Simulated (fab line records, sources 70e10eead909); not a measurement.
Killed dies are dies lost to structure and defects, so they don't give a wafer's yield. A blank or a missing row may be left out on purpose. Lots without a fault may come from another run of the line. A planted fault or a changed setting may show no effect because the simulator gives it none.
Chamber matching | flow nand_harc | NHARC_A_CHANNEL_HOLE_D2_ETCH_44 on rie_diel-03: 4 sister chambers
The step etches the open film in CF4/O2, target depth 140 nm, overetch 14 nm, time 77 s. 8 wafers are shown with their chamber, then 8 later ones without.

WAFERS WITH THEIR CHAMBER
wafer  | chamber | showerhead_plenum_p_Torr (Torr) | rf_vpp_V (V)
L536.3 | 1       | 1.28                            | 198.1
L536.6 | 0       | 1.25                            | 196.1
L542.1 | 1       | 1.27                            | 196.5
L542.3 | 2       | 1.36                            | 198.2
L542.4 | 0       | 1.26                            | 196.3
L548.5 | 2       | 1.36                            | 198.6
L548.6 | 3       | 1.41                            | 199.2
L551.3 | 3       | 1.40                            | 199.1

WAFERS WITHOUT THEIR CHAMBER
wafer  | showerhead_plenum_p_Torr (Torr) | rf_vpp_V (V)
L551.5 | 1.27                            | 196.8
L551.6 | 1.25                            | 195.2
L555.2 | 1.40                            | 199.7
L555.3 | 1.27                            | 196.6
L555.4 | 1.25                            | 196.3
L553.1 | 1.25                            | 196.0
L553.3 | 1.36                            | 197.4
L553.5 | 1.27                            | 195.2

WHICH CHAMBER EACH WENT THROUGH
wafer  | from the rows above     | in truth
L551.5 | can't be placed: 1 or 0 | 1
L551.6 | 0                       | 0
L555.2 | 3                       | 3
L555.3 | can't be placed: 1 or 0 | 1
L555.4 | 0                       | 0
L553.1 | 0                       | 0
L553.3 | 2                       | 2
L553.5 | can't be placed: 0 or 1 | 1
Placed correctly: 5 of 8. Can't be placed from these rows: 3 (the true chamber is among the candidates in 3). Placed wrongly: 0.
How it was worked out, from the rows above alone: a wafer's distance from a chamber is the root of the sum, over the readings, of the square of ((its reading less the chamber's mean) divided by the reading's scatter). The wafer belongs to the nearest chamber; if the next one is less than 2 further off, it can't be placed. A chamber's mean is the mean of its shown wafers. The scatter: the root of (the sum of the squares of (reading less its chamber's mean) over the shown wafers, divided by (wafers less chambers)).
